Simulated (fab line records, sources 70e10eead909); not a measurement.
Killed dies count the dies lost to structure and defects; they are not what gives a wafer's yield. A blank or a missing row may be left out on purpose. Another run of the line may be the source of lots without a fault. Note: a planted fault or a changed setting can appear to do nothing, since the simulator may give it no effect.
Matching of chambers | flow nand harc | 4 sister chambers for NHARC_P_BONDPAD_ACTIVATE_29 on rie diel-08
The step chemistry N2, time 60 s. 4 wafers are shown with their chamber, then 10 later ones without.

## EACH WAFER AND ITS CHAMBER
wafer  | chamber | drypump motor current A (A)
L920.1 | 3       | 5.60
L925.2 | 0       | 5.51
L923.3 | 2       | 5.39
L923.4 | 1       | 5.09

## WAFERS WITH NO CHAMBER GIVEN
wafer  | drypump motor current A (A)
L923.5 | 5.49
L930.2 | 5.40
L930.3 | 5.50
L930.6 | 5.37
L932.3 | 5.34
L932.5 | 5.08
L932.6 | 5.34
L934.2 | 5.60
L934.3 | 5.47
L934.4 | 5.09

## EACH ONE'S CHAMBER
wafer  | from the rows above     | in truth
L923.5 | 0                       | 0
L930.2 | 2                       | 2
L930.3 | 0                       | 0
L930.6 | 2                       | 2
L932.3 | 2                       | 2
L932.5 | 1                       | 1
L932.6 | 2                       | 2
L934.2 | 3                       | 3
L934.3 | can't be placed: 0 or 2 | 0
L934.4 | 1                       | 1
9 of 10 placed correctly. Can't be placed from these rows: 1 (the true chamber is among the candidates in 1). Placed wrongly: 0.
How it was worked out, from the rows above alone: a wafer's distance from a chamber is the root of the sum, over the readings, of the square of ((its reading less the chamber's mean) divided by the reading's scatter). If the next closest chamber is less than 2 further off than the closest, the wafer can't be placed; otherwise it belongs to the closest. For every chamber, the mean is computed from those of its wafers that are shown. The scatter: with one shown wafer a chamber, the root of the mean of the squares of how far each hidden wafer lies from its nearest shown one.
